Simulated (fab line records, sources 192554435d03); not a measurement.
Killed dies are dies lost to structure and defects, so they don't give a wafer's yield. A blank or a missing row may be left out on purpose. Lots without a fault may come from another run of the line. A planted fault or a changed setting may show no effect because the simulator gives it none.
Which tool did it? | flow n5_finfet | 20 lots, 60 wafers sampled, at 6 steps of a route of 1938

WHAT THE GAUGES READ, wafer by wafer
The record holds no reading of a measuring or inspecting step that can be judged against a usual standard deviation.

WHICH TOOL RAN EACH LOT (tool, then ch and the chambers of the sampled wafers, then the start)
lot  | N5_BEOL_M0_SAQP_RECESS_114         | N5_BEOL_M0_SAQP_ETCH_101           | N5_BEOL_M0_SAQP_DESCUM_45          | N5_BEOL_M0_CUTY_ETCH_63            | N5_BEOL_M0_HM_OPEN_105            | N5_BEOL_M0_SPUTTER_132
L074 | vapor_etch-01 ch 0,1, day 5 11:58  | rie_diel-06 ch 0,2, day 5 13:03    | rie_diel-01 ch 1,2, day 5 15:21    | rie_diel-03 ch 1,2,3, day 5 17:25  | rie_metal-03 ch 0,1, day 5 21:25  | pvd_sputter-03, day 6 02:19
L076 | vapor_etch-02 ch 0,1, day 6 04:19  | rie_diel-02 ch 1,2,3, day 6 05:30  | rie_diel-06 ch 0,1,3, day 6 07:50  | rie_diel-04 ch 1,2,3, day 6 09:19  | rie_metal-03 ch 0,1, day 6 09:59  | pvd_sputter-02, day 6 13:17
L077 | vapor_etch-01 ch 0,1, day 6 07:11  | rie_diel-06 ch 0,3, day 6 08:17    | rie_diel-01 ch 1,2, day 6 10:52    | rie_diel-03 ch 0,2,3, day 6 12:21  | rie_metal-01 ch 0,1, day 6 12:52  | pvd_sputter-01, day 6 15:01
L078 | vapor_etch-02 ch 0,1, day 6 12:52  | rie_diel-02 ch 1,2,3, day 6 14:07  | rie_diel-01 ch 1,3, day 6 16:16    | rie_diel-05 ch 0,2, day 6 17:45    | rie_metal-01 ch 0,1, day 6 19:49  | pvd_sputter-01, day 6 23:27
L079 | vapor_etch-01 ch 0,1, day 6 16:59  | rie_diel-01 ch 0,1,2, day 6 18:04  | rie_diel-06 ch 0,1,3, day 6 20:29  | rie_diel-04 ch 1,2,3, day 6 21:50  | rie_metal-03 ch 0,1, day 6 23:15  | pvd_sputter-01, day 7 02:01
L080 | vapor_etch-01 ch 0,1, day 7 01:56  | rie_diel-06 ch 2,3, day 7 02:58    | rie_diel-01 ch 1,2,3, day 7 05:08  | rie_diel-04 ch 1,2,3, day 7 06:37  | rie_metal-01 ch 0,1, day 7 07:17  | pvd_sputter-03, day 7 09:21
L081 | vapor_etch-01 ch 0,1, day 7 12:55  | rie_diel-02 ch 0,1,2, day 7 14:26  | rie_diel-02 ch 1,2, day 7 16:35    | rie_diel-05 ch 0,3, day 7 19:40    | rie_metal-01 ch 0,1, day 7 19:56  | pvd_sputter-02, day 7 23:07
L083 | vapor_etch-01 ch 1, day 7 18:02    | rie_diel-02 ch 0,2, day 7 19:08    | rie_diel-01 ch 0,3, day 7 21:31    | rie_diel-03 ch 1,2, day 7 23:11    | rie_metal-03 ch 0,1, day 7 23:27  | pvd_sputter-03, day 8 00:59
L084 | vapor_etch-01 ch 0,1, day 7 22:22  | rie_diel-06 ch 0,1, day 7 23:46    | rie_diel-01 ch 0,2,3, day 8 03:10  | rie_diel-04 ch 1,2,3, day 8 05:10  | rie_metal-03 ch 0,1, day 8 07:22  | pvd_sputter-01, day 8 10:52
L086 | vapor_etch-02 ch 0,1, day 8 16:01  | rie_diel-06 ch 0,2,3, day 8 17:45  | rie_diel-01 ch 0,1,3, day 8 20:30  | rie_diel-03 ch 0,1,2, day 8 22:07  | rie_metal-03 ch 0,1, day 8 22:37  | pvd_sputter-01, day 9 02:08
L087 | vapor_etch-01 ch 0,1, day 8 19:01  | rie_diel-02 ch 2,3, day 8 20:07    | rie_diel-01 ch 0,3, day 8 22:16    | rie_diel-03 ch 0,2,3, day 8 23:53  | rie_metal-02 ch 0,1, day 9 00:10  | pvd_sputter-03, day 9 03:17
L089 | vapor_etch-02 ch 0,1, day 9 05:07  | rie_diel-06 ch 0,1,2, day 9 06:13  | rie_diel-06 ch 0,2,3, day 9 08:34  | rie_diel-03 ch 0,1,3, day 9 10:06  | rie_metal-03 ch 0,1, day 9 13:26  | pvd_sputter-01, day 9 15:25
L088 | vapor_etch-01 ch 0,1, day 9 11:27  | rie_diel-02 ch 0,1, day 9 12:34    | rie_diel-02 ch 2,3, day 9 14:56    | rie_diel-05 ch 0,2, day 9 16:38    | rie_metal-02 ch 0, day 9 17:26    | pvd_sputter-03, day 9 19:49
L090 | vapor_etch-01 ch 0,1, day 9 15:31  | rie_diel-06 ch 0,2,3, day 9 16:29  | rie_diel-02 ch 1,2, day 9 19:14    | rie_diel-05 ch 0,1, day 9 20:37    | rie_metal-03 ch 0,1, day 9 21:01  | pvd_sputter-01, day 10 00:13
L091 | vapor_etch-01 ch 0,1, day 9 17:11  | rie_diel-02 ch 1,2, day 9 19:00    | rie_diel-02 ch 0,1,3, day 9 21:10  | rie_diel-05 ch 0,3, day 9 23:01    | rie_metal-01 ch 0,1, day 10 01:22 | pvd_sputter-02, day 10 05:02
L092 | vapor_etch-02 ch 0,1, day 10 02:47 | rie_diel-01 ch 1,2,3, day 10 03:58 | rie_diel-01 ch 2,3, day 10 06:14   | rie_diel-03 ch 1,3, day 10 08:21   | rie_metal-01 ch 0,1, day 10 11:37 | pvd_sputter-03, day 10 13:28
L093 | vapor_etch-01 ch 0, day 10 05:58   | rie_diel-02 ch 0,1,3, day 10 07:20 | rie_diel-06 ch 0,1,2, day 10 09:29 | rie_diel-04 ch 0,1,2, day 10 10:58 | rie_metal-03 ch 0,1, day 10 12:05 | pvd_sputter-01, day 10 15:37
L094 | vapor_etch-02 ch 0,1, day 10 13:41 | rie_diel-02 ch 0,2, day 10 15:02   | rie_diel-01 ch 1,3, day 10 17:43   | rie_diel-04 ch 0,3, day 10 19:12   | rie_metal-03 ch 0,1, day 10 19:39 | pvd_sputter-02, day 10 22:38
L096 | vapor_etch-02 ch 0,1, day 11 07:31 | rie_diel-06 ch 1,2,3, day 11 08:37 | rie_diel-02 ch 0,2,3, day 11 10:56 | rie_diel-05 ch 1,2,3, day 11 12:52 | rie_metal-02 ch 0, day 11 13:39   | pvd_sputter-01, day 11 19:47
L097 | vapor_etch-01 ch 0,1, day 11 08:22 | rie_diel-02 ch 0,2,3, day 11 09:28 | rie_diel-02 ch 1,2,3, day 11 11:37 | rie_diel-05 ch 1,2,3, day 11 13:11 | rie_metal-03 ch 0,1, day 11 13:42 | pvd_sputter-02, day 11 15:44
- N5_BEOL_M0_SAQP_RECESS_114: chemistry HF/NH3, target SiO2, target depth 14.4 nm, afs cycles 3, sublimation time 60 s.
- N5_BEOL_M0_SAQP_ETCH_101: etches SiNx in CH3F/O2, target depth 29.9 nm, time 42.7 s.
- N5_BEOL_M0_SAQP_DESCUM_45: chemistry O2, time 7 s.
- N5_BEOL_M0_CUTY_ETCH_63: etches SOC in N2/H2, target depth 82.7 nm, overetch 16.5 nm, time 124 s.
- N5_BEOL_M0_HM_OPEN_105: chemistry Cl2/BCl3, target TiN, target depth 12 nm.
- N5_BEOL_M0_SPUTTER_132: material Cu, target thk 4 nm, time 7.37 s.

WHAT THE TOOLS THEMSELVES READ (means of the sampled wafers that have a number; where no wafer has one, the mark that the record gives instead)
N5_BEOL_M0_SAQP_RECESS_114.
lot  | tool          | drypump_motor_current_A (A) | temp_c (C)
L074 | vapor_etch-01 | 6.0                         | 30.00
L076 | vapor_etch-02 | 5.2                         | 29.96
L077 | vapor_etch-01 | 5.9                         | 29.87
L078 | vapor_etch-02 | 5.2                         | 30.06
L079 | vapor_etch-01 | 6.0                         | 29.97
L080 | vapor_etch-01 | 6.0                         | 30.08
L081 | vapor_etch-01 | 6.0                         | 30.00
L083 | vapor_etch-01 | 5.9                         | 29.91
L084 | vapor_etch-01 | 5.9                         | 29.90
L086 | vapor_etch-02 | 5.2                         | 30.04
L087 | vapor_etch-01 | 5.9                         | 30.08
L089 | vapor_etch-02 | 5.3                         | 30.03
L088 | vapor_etch-01 | 6.0                         | 30.07
L090 | vapor_etch-01 | 6.0                         | 29.98
L091 | vapor_etch-01 | 5.9                         | 30.02
L092 | vapor_etch-02 | 5.2                         | 30.00
L093 | vapor_etch-01 | 6.0                         | 30.00
L094 | vapor_etch-02 | 5.2                         | 30.02
L096 | vapor_etch-02 | 5.2                         | 30.05
L097 | vapor_etch-01 | 5.9                         | 30.13

N5_BEOL_M0_SAQP_ETCH_101.
lot  | tool        | drypump_motor_current_A (A) | oes_f_703_au (a.u.) | oes_product_au (a.u.) | rf_fwd_power_W (W) | rf_vpp_V (V) | showerhead_plenum_p_Torr (Torr) | throttle_valve_pct (%)
L074 | rie_diel-06 | 5.65                        | 0.74                | 0.72                  | 391.7              | 290          | 2.02                            | 16.44
L076 | rie_diel-02 | 5.62                        | 0.85                | 0.84                  | 391.8              | 300          | 1.96                            | 16.16
L077 | rie_diel-06 | 5.81                        | 0.77                | 0.77                  | 393.5              | 295          | 2.04                            | 16.43
L078 | rie_diel-02 | 5.60                        | 0.84                | 0.82                  | 393.5              | 301          | 1.96                            | 16.16
L079 | rie_diel-01 | 5.55                        | 0.73                | 0.72                  | 394.4              | 296          | 2.02                            | 16.52
L080 | rie_diel-06 | 5.58                        | 0.79                | 0.79                  | 392.3              | 291          | 2.09                            | 16.11
L081 | rie_diel-02 | 5.54                        | 0.80                | 0.80                  | 392.8              | 304          | 2.00                            | 16.20
L083 | rie_diel-02 | 5.59                        | 0.79                | 0.79                  | 393.4              | 306          | 2.03                            | 16.08
L084 | rie_diel-06 | 5.47                        | 0.70                | 0.70                  | 392.0              | 298          | 1.98                            | 16.53
L086 | rie_diel-06 | 5.70                        | 0.77                | 0.76                  | 392.3              | 294          | 2.06                            | 16.30
L087 | rie_diel-02 | 5.67                        | 0.81                | 0.81                  | 393.7              | 303          | 1.98                            | 16.06
L089 | rie_diel-06 | 5.51                        | 0.71                | 0.71                  | 392.6              | 293          | 2.01                            | 16.44
L088 | rie_diel-02 | 5.46                        | 0.80                | 0.78                  | 393.2              | 303          | 1.97                            | 16.35
L090 | rie_diel-06 | 5.69                        | 0.77                | 0.75                  | 392.6              | 292          | 2.06                            | 16.31
L091 | rie_diel-02 | 5.72                        | 0.84                | 0.83                  | 393.3              | 304          | 1.96                            | 16.17
L092 | rie_diel-01 | 5.47                        | 0.81                | 0.82                  | 393.0              | 298          | 2.05                            | 16.47
L093 | rie_diel-02 | 5.37                        | 0.77                | 0.75                  | 393.0              | 300          | 1.96                            | 16.39
L094 | rie_diel-02 | 5.34                        | 0.72                | 0.72                  | 392.8              | 306          | 2.03                            | 16.31
L096 | rie_diel-06 | 5.56                        | 0.75                | 0.74                  | 392.6              | 296          | 2.05                            | 16.28
L097 | rie_diel-02 | 5.44                        | 0.85                | 0.85                  | 392.9              | 301          | 1.98                            | 16.10

N5_BEOL_M0_SAQP_DESCUM_45.
lot  | tool        | drypump_motor_current_A (A) | oes_product_au (a.u.) | rf_fwd_power_W (W) | rf_vpp_V (V) | showerhead_plenum_p_Torr (Torr) | temp_c (C) | throttle_valve_pct (%)
L074 | rie_diel-01 | 5.59                        | 0.70                  | 49.57              | 243.9        | 2.17                            | 40.11      | 20.54
L076 | rie_diel-06 | 5.66                        | 0.75                  | 49.36              | 243.6        | 2.12                            | 40.00      | 20.39
L077 | rie_diel-01 | 5.56                        | 0.70                  | 49.67              | 244.2        | 2.16                            | 40.00      | 20.53
L078 | rie_diel-01 | 5.37                        | 0.77                  | 49.31              | 245.0        | 2.15                            | 39.97      | 20.48
L079 | rie_diel-06 | 5.66                        | 0.76                  | 49.06              | 243.7        | 2.12                            | 40.08      | 20.39
L080 | rie_diel-01 | 5.44                        | 0.75                  | 49.33              | 244.5        | 2.15                            | 40.03      | 20.62
L081 | rie_diel-02 | 5.74                        | 0.85                  | 49.59              | 242.4        | 2.06                            | 39.94      | 20.28
L083 | rie_diel-01 | 5.33                        | 0.79                  | 49.12              | 242.8        | 2.05                            | 39.97      | 20.61
L084 | rie_diel-01 | 5.44                        | 0.76                  | 49.15              | 243.2        | 2.10                            | 40.01      | 20.70
L086 | rie_diel-01 | 5.34                        | 0.88                  | 49.34              | 243.3        | 2.10                            | 39.88      | 20.43
L087 | rie_diel-01 | 5.26                        | 0.82                  | 49.04              | 243.0        | 2.09                            | 40.07      | 20.65
L089 | rie_diel-06 | 5.69                        | 0.76                  | 49.32              | 243.9        | 2.15                            | 39.97      | 20.32
L088 | rie_diel-02 | 5.48                        | 0.77                  | 49.24              | 242.0        | 2.04                            | 40.04      | 20.32
L090 | rie_diel-02 | 5.72                        | 0.83                  | 49.56              | 242.6        | 2.06                            | 39.98      | 20.30
L091 | rie_diel-02 | 5.36                        | 0.74                  | 49.39              | 242.1        | 2.06                            | 40.02      | 20.52
L092 | rie_diel-01 | 5.36                        | 0.78                  | 49.06              | 243.5        | 2.14                            | 39.97      | 20.76
L093 | rie_diel-06 | 5.50                        | 0.69                  | 49.28              | 243.0        | 2.10                            | 40.08      | 20.48
L094 | rie_diel-01 | 5.25                        | 0.88                  | 49.10              | 243.4        | 2.13                            | 40.14      | 20.46
L096 | rie_diel-02 | 5.44                        | 0.85                  | 49.36              | 243.5        | 2.09                            | 39.97      | 20.26
L097 | rie_diel-02 | 5.59                        | 0.78                  | 49.40              | 242.7        | 2.05                            | 40.00      | 20.32

N5_BEOL_M0_CUTY_ETCH_63.
lot  | tool        | drypump_motor_current_A (A) | oes_product_au (a.u.) | rf_fwd_power_W (W) | rf_vpp_V (V) | showerhead_plenum_p_Torr (Torr) | temp_c (C) | throttle_valve_pct (%)
L074 | rie_diel-03 | 6.0                         | 0.70                  | 838.2              | 524.0        | 2.55                            | 40.02      | 17.87
L076 | rie_diel-04 | 6.2                         | 0.61                  | 832.7              | 524.1        | 2.54                            | 40.10      | 17.77
L077 | rie_diel-03 | 5.6                         | 0.65                  | 837.3              | 523.9        | 2.55                            | 40.08      | 17.98
L078 | rie_diel-05 | 5.9                         | 0.57                  | 837.4              | 520.2        | 2.42                            | 39.94      | 17.90
L079 | rie_diel-04 | 6.2                         | 0.61                  | 836.2              | 523.9        | 2.54                            | 40.01      | 17.77
L080 | rie_diel-04 | 6.2                         | 0.61                  | 835.7              | 524.6        | 2.54                            | 40.14      | 17.77
L081 | rie_diel-05 | 6.1                         | 0.58                  | 836.6              | 522.5        | 2.55                            | 40.09      | 17.66
L083 | rie_diel-03 | 6.2                         | 0.63                  | 839.6              | 523.9        | 2.58                            | 39.95      | 18.11
L084 | rie_diel-04 | 6.2                         | 0.60                  | 835.4              | 523.4        | 2.53                            | 40.02      | 17.79
L086 | rie_diel-03 | 6.0                         | 0.63                  | 835.2              | 524.1        | 2.53                            | 40.15      | 17.92
L087 | rie_diel-03 | 5.6                         | 0.62                  | 836.8              | 523.4        | 2.54                            | 40.05      | 18.02
L089 | rie_diel-03 | 5.8                         | 0.67                  | 838.6              | 522.1        | 2.49                            | 39.99      | 17.72
L088 | rie_diel-05 | 5.9                         | 0.56                  | 834.1              | 519.7        | 2.41                            | 39.96      | 17.93
L090 | rie_diel-05 | 5.3                         | 0.58                  | 836.9              | 521.6        | 2.48                            | 39.92      | 17.76
L091 | rie_diel-05 | 5.9                         | 0.56                  | 841.5              | 521.5        | 2.47                            | 40.12      | 17.76
L092 | rie_diel-03 | 5.9                         | 0.69                  | 833.4              | 522.3        | 2.49                            | 39.94      | 17.72
L093 | rie_diel-04 | 6.3                         | 0.57                  | 838.1              | 524.7        | 2.58                            | 40.07      | 17.83
L094 | rie_diel-04 | 6.3                         | 0.61                  | 834.3              | 523.4        | 2.50                            | 40.05      | 17.65
L096 | rie_diel-05 | 5.7                         | 0.64                  | 835.4              | 525.6        | 2.61                            | 40.02      | 17.69
L097 | rie_diel-05 | 5.7                         | 0.64                  | 836.2              | 525.9        | 2.61                            | 40.03      | 17.71

N5_BEOL_M0_HM_OPEN_105.
lot  | tool         | drypump_motor_current_A (A) | oes_product_au (a.u.) | rf_fwd_power_W (W) | throttle_valve_pct (%)
L074 | rie_metal-03 | 5.2                         | 0.69                  | 996                | 22.1
L076 | rie_metal-03 | 5.5                         | 0.67                  | 993                | 22.3
L077 | rie_metal-01 | 5.0                         | 0.84                  | 993                | 21.6
L078 | rie_metal-01 | 5.0                         | 0.83                  | 995                | 21.6
L079 | rie_metal-03 | 5.2                         | 0.68                  | 996                | 22.2
L080 | rie_metal-01 | 5.0                         | 0.82                  | 999                | 21.6
L081 | rie_metal-01 | 5.0                         | 0.82                  | 999                | 21.6
L083 | rie_metal-03 | 5.5                         | 0.67                  | 993                | 22.3
L084 | rie_metal-03 | 5.1                         | 0.68                  | 996                | 22.1
L086 | rie_metal-03 | 5.1                         | 0.68                  | 994                | 22.1
L087 | rie_metal-02 | 5.8                         | 0.79                  | 995                | 21.7
L089 | rie_metal-03 | 5.5                         | 0.66                  | 992                | 22.3
L088 | rie_metal-02 | 5.6                         | 0.77                  | 992                | 22.0
L090 | rie_metal-03 | 5.5                         | 0.66                  | 992                | 22.3
L091 | rie_metal-01 | 5.0                         | 0.79                  | 996                | 21.6
L092 | rie_metal-01 | 4.9                         | 0.75                  | 997                | 21.7
L093 | rie_metal-03 | 5.5                         | 0.66                  | 996                | 22.3
L094 | rie_metal-03 | 5.1                         | 0.66                  | 993                | 22.2
L096 | rie_metal-02 | 5.5                         | 0.76                  | 995                | 22.0
L097 | rie_metal-03 | 5.5                         | 0.65                  | 995                | 22.3

N5_BEOL_M0_SPUTTER_132.
lot  | tool           | throttle_valve_pct (%)
L074 | pvd_sputter-03 | 30.5
L076 | pvd_sputter-02 | 28.5
L077 | pvd_sputter-01 | 30.3
L078 | pvd_sputter-01 | 30.3
L079 | pvd_sputter-01 | 30.4
L080 | pvd_sputter-03 | 30.2
L081 | pvd_sputter-02 | 28.6
L083 | pvd_sputter-03 | 30.6
L084 | pvd_sputter-01 | 30.5
L086 | pvd_sputter-01 | 30.2
L087 | pvd_sputter-03 | 30.0
L089 | pvd_sputter-01 | 30.4
L088 | pvd_sputter-03 | 30.4
L090 | pvd_sputter-01 | 30.6
L091 | pvd_sputter-02 | 28.1
L092 | pvd_sputter-03 | 30.9
L093 | pvd_sputter-01 | 29.9
L094 | pvd_sputter-02 | 28.2
L096 | pvd_sputter-01 | 29.6
L097 | pvd_sputter-02 | 29.3

THE ANSWER, worked out from the rows above alone
Rule: what is usual is taken from the lots themselves. Put in order of their means at a reading, lots are off if they are a third of the lots or fewer, leave a main group of 4 or more, and stand apart from it by a gap of 3 or more times the standard deviation of the main group's means; of several such gaps the widest counts. A main group whose means are all the same, to the digits that the tables above print for the reading, isn't used. A lot without any number at a reading at which 4 lots or more have one is off too. The other lots that the step has rows for count as sound. The gauges are gone through in route order, then the tools' own readings, and for those a lot's mean is taken as printed above. The first step at which some lot is off is used, and at that step the reading that is off furthest; a lot without a number counts as furthest.
No lot is off at any reading shown: from this, nothing can be told.

WHAT THE SIMULATOR HAD PUT IN
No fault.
